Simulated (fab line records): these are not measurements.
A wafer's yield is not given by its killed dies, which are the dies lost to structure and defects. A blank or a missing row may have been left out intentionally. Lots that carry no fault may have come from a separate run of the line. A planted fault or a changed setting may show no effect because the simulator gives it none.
Matching of chambers	flow nand harc	4 sister chambers for NHARC_A_CONTACT_ETCH_106 on rie diel-11
The step etches the open film in CF4/O2, target depth 60 nm, overetch 6 nm, time 33 s. 4 wafers are shown with their chamber, then 12 later ones without.

== EACH WAFER AND ITS CHAMBER ==
wafer	chamber	drypump motor current A (A)
L090.1	0	5.9
L090.2	3	6.3
L090.5	1	6.7
L090.6	2	4.8

== WAFERS WITH NO CHAMBER GIVEN ==
wafer	drypump motor current A (A)
L092.3	5.9
L092.4	6.6
L092.6	4.8
L093.1	6.6
L093.3	6.3
L093.4	4.8
L095.1	5.9
L095.5	6.3
L095.6	5.9
L096.1	4.8
L096.2	6.3
L096.4	6.6

== WHICH CHAMBER EACH ONE RAN IN ==
wafer	from the rows above	in truth
L092.3	0	0
L092.4	1	1
L092.6	2	2
L093.1	1	1
L093.3	3	3
L093.4	2	2
L095.1	0	0
L095.5	3	3
L095.6	0	0
L096.1	2	2
L096.2	3	3
L096.4	1	1
12 of 12 placed correctly. Number that these rows cannot place: 0. Number placed wrongly: 0.
How it was worked out, from the rows above alone: a wafer's distance from a chamber is the root of the sum, over the readings, of the square of ((its reading less the chamber's mean) divided by the reading's scatter). The wafer belongs to the nearest chamber; if the next one is less than 2 further off, it can't be placed. Each chamber's mean is taken over the wafers shown for it. The scatter: with one shown wafer a chamber, the root of the mean of the squares of how far each hidden wafer lies from its nearest shown one.
